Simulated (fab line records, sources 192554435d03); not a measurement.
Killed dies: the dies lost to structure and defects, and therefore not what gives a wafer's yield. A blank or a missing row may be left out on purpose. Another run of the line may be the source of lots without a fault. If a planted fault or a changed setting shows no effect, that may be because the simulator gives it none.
Which tool did it?	flow n5Finfet	24 lots, 72 wafers sampled, at 6 steps of a route of 1938

## WHAT THE GAUGES READ, wafer by wafer
The record lacks any reading of a measuring or inspecting step that a usual standard deviation could be used to judge.

## TOOL THAT RAN EACH LOT (tool first, then ch and the chambers of the sampled wafers, then the start)
lot	N5_BEOL_M0_SAQP_DESCUM_45	N5_BEOL_M0_SAQP_ETCH_88	N5_BEOL_M0_HM_OPEN_105	N5_BEOL_M0_DEGAS_112	N5_BEOL_M0_SPUTTER_116	N5_BEOL_M0_SPUTTER_134
L074	rieDiel-06 ch 2,3, day 5 15:55	rieDiel-06 ch 2,3, day 5 15:56	rieMetal-03 ch 0,1, day 5 18:01	pvdSputter-02, day 5 20:20	pvdSputter-02, day 5 20:59	pvdSputter-02, day 5 21:14
L075	rieDiel-05 ch 0,2, day 6 06:31	rieDiel-05 ch 0,2, day 6 06:32	rieMetal-01 ch 0,1, day 6 08:16	pvdSputter-01, day 6 09:10	pvdSputter-02, day 6 09:47	pvdSputter-02, day 6 10:02
L076	rieDiel-02 ch 0,1,3, day 6 07:44	rieDiel-02 ch 0,1,3, day 6 07:46	rieMetal-01 ch 0,1, day 6 11:06	pvdSputter-03, day 6 13:27	pvdSputter-03, day 6 14:13	pvdSputter-03, day 6 14:27
L077	rieDiel-05 ch 1,2,3, day 6 12:31	rieDiel-05 ch 1,2,3, day 6 12:33	rieMetal-03 ch 0,1, day 6 16:41	pvdSputter-01, day 6 17:33	pvdSputter-03, day 6 19:45	pvdSputter-03, day 6 19:59
L078	rieDiel-05 ch 0,3, day 6 15:27	rieDiel-05 ch 0,3, day 6 15:29	rieMetal-01 ch 0,1, day 6 19:31	pvdSputter-03, day 6 21:34	pvdSputter-01, day 6 23:32	pvdSputter-01, day 6 23:46
L079	rieDiel-05 ch 1,2,3, day 6 20:20	rieDiel-05 ch 1,2,3, day 6 20:23	rieMetal-01 ch 0,1, day 6 23:19	pvdSputter-02, day 7 02:41	pvdSputter-02, day 7 03:23	pvdSputter-02, day 7 03:37
L080	rieDiel-02 ch 0,1,3, day 7 05:44	rieDiel-02 ch 0,1,3, day 7 05:46	rieMetal-01 ch 0,1, day 7 07:56	pvdSputter-03, day 7 09:01	pvdSputter-02, day 7 09:49	pvdSputter-02, day 7 10:04
L081	rieDiel-06 ch 1,2, day 7 09:43	rieDiel-06 ch 1,2, day 7 09:45	rieMetal-01 ch 0,1, day 7 11:38	pvdSputter-03, day 7 15:12	pvdSputter-03, day 7 16:17	pvdSputter-03, day 7 16:31
L082	rieDiel-05 ch 0,3, day 7 17:10	rieDiel-05 ch 0,3, day 7 17:12	rieMetal-01 ch 0,1, day 7 19:32	pvdSputter-02, day 7 21:10	pvdSputter-01, day 7 21:40	pvdSputter-01, day 7 21:55
L083	rieDiel-06 ch 0,2, day 7 22:29	rieDiel-06 ch 0,2, day 7 22:31	rieMetal-03 ch 0,1, day 8 00:45	pvdSputter-02, day 8 02:00	pvdSputter-03, day 8 03:11	pvdSputter-03, day 8 03:25
L084	rieDiel-02 ch 0,1,2, day 8 05:50	rieDiel-02 ch 0,1,2, day 8 05:52	rieMetal-02 ch 0, day 8 08:04	pvdSputter-02, day 8 09:26	pvdSputter-01, day 8 10:23	pvdSputter-01, day 8 10:38
L085	rieDiel-05 ch 0,1,2, day 8 14:18	rieDiel-05 ch 0,1,2, day 8 14:20	rieMetal-02 ch 0, day 8 19:25	pvdSputter-01, day 8 23:43	pvdSputter-01, day 9 00:13	pvdSputter-01, day 9 00:27
L086	rieDiel-05 ch 0,1,2, day 8 18:49	rieDiel-05 ch 0,1,2, day 8 18:51	rieMetal-03 ch 1, day 8 23:19	pvdSputter-03, day 9 02:46	pvdSputter-03, day 9 03:26	pvdSputter-03, day 9 03:41
L087	rieDiel-06 ch 1,3, day 8 21:53	rieDiel-06 ch 1,3, day 8 21:55	rieMetal-02 ch 0, day 9 00:49	pvdSputter-01, day 9 03:59	pvdSputter-02, day 9 04:47	pvdSputter-02, day 9 05:02
L088	rieDiel-02 ch 0,1,3, day 9 05:09	rieDiel-02 ch 0,1,3, day 9 05:11	rieMetal-01 ch 0,1, day 9 07:32	pvdSputter-03, day 9 11:24	pvdSputter-03, day 9 11:56	pvdSputter-03, day 9 12:11
L089	rieDiel-02 ch 1,2, day 9 13:49	rieDiel-02 ch 1,2, day 9 13:50	rieMetal-03 ch 0,1, day 9 16:08	pvdSputter-03, day 9 18:23	pvdSputter-03, day 9 18:58	pvdSputter-03, day 9 19:13
L090	rieDiel-02 ch 1,2, day 9 18:23	rieDiel-02 ch 1,2, day 9 18:25	rieMetal-02 ch 0,1, day 9 22:37	pvdSputter-03, day 10 02:38	pvdSputter-03, day 10 03:26	pvdSputter-03, day 10 03:40
L091	rieDiel-02 ch 2,3, day 9 20:55	rieDiel-02 ch 2,3, day 9 20:58	rieMetal-03 ch 0,1, day 9 23:24	pvdSputter-03, day 10 02:43	pvdSputter-02, day 10 03:31	pvdSputter-02, day 10 03:45
L092	rieDiel-02 ch 1,3, day 10 01:55	rieDiel-02 ch 1,3, day 10 01:57	rieMetal-02 ch 0,1, day 10 04:36	pvdSputter-03, day 10 07:24	pvdSputter-02, day 10 08:09	pvdSputter-02, day 10 08:23
L093	rieDiel-05 ch 1,2,3, day 10 09:38	rieDiel-05 ch 1,2,3, day 10 09:40	rieMetal-02 ch 0,1, day 10 12:02	pvdSputter-03, day 10 14:40	pvdSputter-01, day 10 15:22	pvdSputter-01, day 10 15:36
L094	rieDiel-06 ch 0,3, day 10 23:28	rieDiel-06 ch 0,3, day 10 23:31	rieMetal-01 ch 0,1, day 11 02:47	pvdSputter-02, day 11 04:49	pvdSputter-01, day 11 06:46	pvdSputter-01, day 11 07:00
L095	rieDiel-06 ch 0,2, day 11 00:12	rieDiel-06 ch 0,2, day 11 00:14	rieMetal-03 ch 0,1, day 11 03:02	pvdSputter-02, day 11 04:56	pvdSputter-03, day 11 06:52	pvdSputter-03, day 11 07:06
L097	rieDiel-02 ch 1,2,3, day 11 12:17	rieDiel-02 ch 1,2,3, day 11 12:19	rieMetal-03 ch 0,1, day 11 14:04	pvdSputter-02, day 11 15:16	pvdSputter-03, day 11 16:21	pvdSputter-03, day 11 16:35
L096	rieDiel-06 ch 2,3, day 11 12:49	rieDiel-06 ch 2,3, day 11 12:50	rieMetal-02 ch 0,1, day 11 15:05	pvdSputter-01, day 11 16:34	pvdSputter-03, day 11 17:08	pvdSputter-03, day 11 17:23
- N5_BEOL_M0_SAQP_DESCUM_45: chemistry O2, time 7 s.
- N5_BEOL_M0_SAQP_ETCH_88: etches underlayer in N2/H2, target depth 6.5 nm, time 5.2 s.
- N5_BEOL_M0_HM_OPEN_105: chemistry Cl2/BCl3, target TiN, target depth 12 nm.
- N5_BEOL_M0_DEGAS_112: time 60 s.
- N5_BEOL_M0_SPUTTER_116: material Cu, target thk 4 nm, time 7.37 s.
- N5_BEOL_M0_SPUTTER_134: material Cu, target thk 4 nm, time 7.37 s.

## AS READ BY THE TOOLS THEMSELVES (means over the sampled wafers that have a number; for cases with no such wafer, the mark the record gives instead)
N5_BEOL_M0_SAQP_DESCUM_45.
lot	tool	biasPowerW (W)	drypumpMotorCurrentA (A)	oesProductAu (a.u.)	rfVppV (V)	showerheadPlenumPTorr (Torr)	tempC (C)	throttleValvePct (%)
L074	rieDiel-06	19.99	5.7	0.83	241.6	2.03	40.04	20.16
L075	rieDiel-05	20.02	5.7	0.86	244.2	2.15	40.01	20.28
L076	rieDiel-02	19.97	5.5	0.76	243.3	2.09	39.96	20.25
L077	rieDiel-05	20.07	5.4	0.88	244.3	2.17	39.99	20.41
L078	rieDiel-05	19.95	5.8	0.86	242.8	2.13	40.00	20.30
L079	rieDiel-05	19.99	5.3	0.87	244.9	2.17	39.94	20.40
L080	rieDiel-02	20.00	5.5	0.76	243.4	2.09	40.06	20.27
L081	rieDiel-06	20.02	4.9	0.73	242.8	2.12	39.91	20.47
L082	rieDiel-05	19.99	5.5	0.85	244.0	2.13	40.00	20.35
L083	rieDiel-06	20.07	5.5	0.88	244.5	2.19	40.03	20.31
L084	rieDiel-02	20.06	5.6	0.75	242.8	2.05	39.99	20.32
L085	rieDiel-05	20.00	5.6	0.85	244.3	2.16	39.94	20.39
L086	rieDiel-05	19.94	5.7	0.85	244.5	2.16	39.99	20.39
L087	rieDiel-06	20.01	5.5	0.75	240.8	1.97	39.90	20.23
L088	rieDiel-02	20.06	5.5	0.75	243.4	2.09	40.04	20.28
L089	rieDiel-02	20.08	6.0	0.75	241.8	2.01	40.04	20.16
L090	rieDiel-02	19.97	6.0	0.75	242.5	2.01	39.97	20.16
L091	rieDiel-02	19.99	5.6	0.73	244.3	2.13	39.96	20.38
L092	rieDiel-02	20.01	5.7	0.75	243.3	2.11	39.88	20.23
L093	rieDiel-05	20.00	5.4	0.84	244.9	2.16	40.04	20.45
L094	rieDiel-06	19.94	5.8	0.82	241.5	1.98	40.13	20.09
L095	rieDiel-06	20.02	5.5	0.85	245.3	2.18	40.04	20.34
L097	rieDiel-02	19.97	5.8	0.74	243.3	2.06	40.05	20.30
L096	rieDiel-06	20.04	5.6	0.80	243.5	2.12	39.93	20.36

N5_BEOL_M0_SAQP_ETCH_88.
lot	tool	drypumpMotorCurrentA (A)	etchRfOnTimeS (s)	oesProductAu (a.u.)	rfVppV (V)	showerheadPlenumPTorr (Torr)	throttleValvePct (%)
L074	rieDiel-06	5.7	5.05	0.71	522.1	2.45	17.49
L075	rieDiel-05	5.7	5.14	0.74	526.7	2.63	17.73
L076	rieDiel-02	5.5	5.22	0.66	525.4	2.54	17.72
L077	rieDiel-05	5.4	5.27	0.75	525.8	2.65	17.90
L078	rieDiel-05	5.8	5.31	0.73	525.1	2.60	17.78
L079	rieDiel-05	5.4	5.23	0.75	526.2	2.65	17.89
L080	rieDiel-02	5.5	5.15	0.66	524.2	2.54	17.72
L081	rieDiel-06	4.9	5.17	0.63	525.3	2.56	17.78
L082	rieDiel-05	5.5	5.43	0.72	524.4	2.60	17.86
L083	rieDiel-06	5.5	4.99	0.74	527.1	2.65	17.65
L084	rieDiel-02	5.6	5.26	0.64	523.4	2.48	17.69
L085	rieDiel-05	5.6	5.17	0.73	525.6	2.63	17.86
L086	rieDiel-05	5.6	5.20	0.73	525.7	2.63	17.86
L087	rieDiel-06	5.5	5.23	0.63	520.4	2.38	17.57
L088	rieDiel-02	5.5	5.19	0.64	523.9	2.53	17.76
L089	rieDiel-02	6.0	5.19	0.64	521.8	2.45	17.64
L090	rieDiel-02	6.0	5.22	0.64	520.9	2.45	17.65
L091	rieDiel-02	5.6	5.27	0.62	525.1	2.61	18.04
L092	rieDiel-02	5.6	5.22	0.64	523.9	2.58	17.89
L093	rieDiel-05	5.4	5.31	0.72	524.7	2.63	17.94
L094	rieDiel-06	5.8	5.20	0.69	520.6	2.41	17.51
L095	rieDiel-06	5.5	5.04	0.72	525.9	2.64	17.69
L097	rieDiel-02	5.8	5.26	0.62	523.8	2.52	17.86
L096	rieDiel-06	5.6	4.98	0.68	523.3	2.55	17.66

N5_BEOL_M0_HM_OPEN_105.
lot	tool	drypumpMotorCurrentA (A)	oesProductAu (a.u.)	throttleValvePct (%)
L074	rieMetal-03	6.1	0.81	22.06
L075	rieMetal-01	5.4	0.78	22.07
L076	rieMetal-01	5.5	0.73	22.05
L077	rieMetal-03	6.1	0.80	22.08
L078	rieMetal-01	5.4	0.78	22.06
L079	rieMetal-01	5.4	0.77	22.08
L080	rieMetal-01	5.5	0.72	22.06
L081	rieMetal-01	5.4	0.77	22.08
L082	rieMetal-01	5.4	0.76	22.09
L083	rieMetal-03	6.1	0.79	22.08
L084	rieMetal-02	5.5	0.64	22.03
L085	rieMetal-02	5.5	0.64	22.02
L086	rieMetal-03	6.6	0.77	22.15
L087	rieMetal-02	5.5	0.64	22.03
L088	rieMetal-01	5.5	0.70	22.08
L089	rieMetal-03	5.7	0.78	22.03
L090	rieMetal-02	6.1	0.81	22.22
L091	rieMetal-03	5.7	0.78	22.04
L092	rieMetal-02	5.8	0.72	22.12
L093	rieMetal-02	6.1	0.80	22.22
L094	rieMetal-01	5.4	0.75	22.12
L095	rieMetal-03	6.1	0.77	22.10
L097	rieMetal-03	6.1	0.76	22.11
L096	rieMetal-02	6.1	0.79	22.22

N5_BEOL_M0_DEGAS_112.
lot	tool	heaterPowerW (W)
L074	pvdSputter-02	283
L075	pvdSputter-01	320
L076	pvdSputter-03	361
L077	pvdSputter-01	333
L078	pvdSputter-03	308
L079	pvdSputter-02	309
L080	pvdSputter-03	340
L081	pvdSputter-03	355
L082	pvdSputter-02	282
L083	pvdSputter-02	284
L084	pvdSputter-02	332
L085	pvdSputter-01	353
L086	pvdSputter-03	363
L087	pvdSputter-01	343
L088	pvdSputter-03	385
L089	pvdSputter-03	337
L090	pvdSputter-03	383
L091	pvdSputter-03	319
L092	pvdSputter-03	345
L093	pvdSputter-03	346
L094	pvdSputter-02	289
L095	pvdSputter-02	310
L097	pvdSputter-02	288
L096	pvdSputter-01	324

N5_BEOL_M0_SPUTTER_116.
lot	tool	chuckGasFlowSccm (sccm)	throttleValvePct (%)
L074	pvdSputter-02	1.25	29.1
L075	pvdSputter-02	1.29	29.6
L076	pvdSputter-03	1.33	29.3
L077	pvdSputter-03	1.21	29.0
L078	pvdSputter-01	1.20	29.1
L079	pvdSputter-02	1.28	29.1
L080	pvdSputter-02	1.27	30.0
L081	pvdSputter-03	1.25	29.0
L082	pvdSputter-01	1.19	29.6
L083	pvdSputter-03	1.27	28.9
L084	pvdSputter-01	1.23	29.7
L085	pvdSputter-01	1.25	29.7
L086	pvdSputter-03	1.22	28.3
L087	pvdSputter-02	1.24	29.6
L088	pvdSputter-03	1.25	29.0
L089	pvdSputter-03	1.26	29.3
L090	pvdSputter-03	1.28	29.4
L091	pvdSputter-02	1.30	30.1
L092	pvdSputter-02	1.23	29.6
L093	pvdSputter-01	1.27	30.5
L094	pvdSputter-01	1.28	30.4
L095	pvdSputter-03	1.25	29.6
L097	pvdSputter-03	1.28	29.4
L096	pvdSputter-03	1.28	29.2

N5_BEOL_M0_SPUTTER_134.
lot	tool	chuckGasFlowSccm (sccm)	throttleValvePct (%)
L074	pvdSputter-02	1.25	29.4
L075	pvdSputter-02	1.27	29.6
L076	pvdSputter-03	1.32	29.2
L077	pvdSputter-03	1.33	29.2
L078	pvdSputter-01	1.18	29.2
L079	pvdSputter-02	1.27	29.1
L080	pvdSputter-02	1.27	29.8
L081	pvdSputter-03	1.21	29.1
L082	pvdSputter-01	1.21	29.8
L083	pvdSputter-03	1.30	29.0
L084	pvdSputter-01	1.27	29.7
L085	pvdSputter-01	1.21	29.9
L086	pvdSputter-03	1.31	28.4
L087	pvdSputter-02	1.25	29.6
L088	pvdSputter-03	1.26	29.1
L089	pvdSputter-03	1.31	29.2
L090	pvdSputter-03	1.25	29.4
L091	pvdSputter-02	1.26	30.0
L092	pvdSputter-02	1.27	29.8
L093	pvdSputter-01	1.26	30.5
L094	pvdSputter-01	1.24	30.3
L095	pvdSputter-03	1.27	29.6
L097	pvdSputter-03	1.25	29.3
L096	pvdSputter-03	1.31	29.0

## THE ANSWER, worked out from the rows above alone
Rule: the lots themselves supply what counts as usual. Put in order of their means at a reading, lots are off if they are a third of the lots or fewer, leave a main group of 4 or more, and stand apart from it by a gap of 3 or more times the standard deviation of the main group's means; of several such gaps the widest counts. The tables above print the reading to a certain number of digits; a main group whose means all agree to those digits is not used. A lot without any number at a reading at which 4 lots or more have one is off too. Where the step has rows for the other lots, those lots are counted as sound. First the gauges in route order, then the tools' own readings, where a lot's mean is used as printed above. At the first step where some lot is off, the reading lying furthest off is the one used; lots without a number count as furthest.
Nothing can be told from this: no lot is off at any reading shown.

## WHAT THE SIMULATOR PUT IN
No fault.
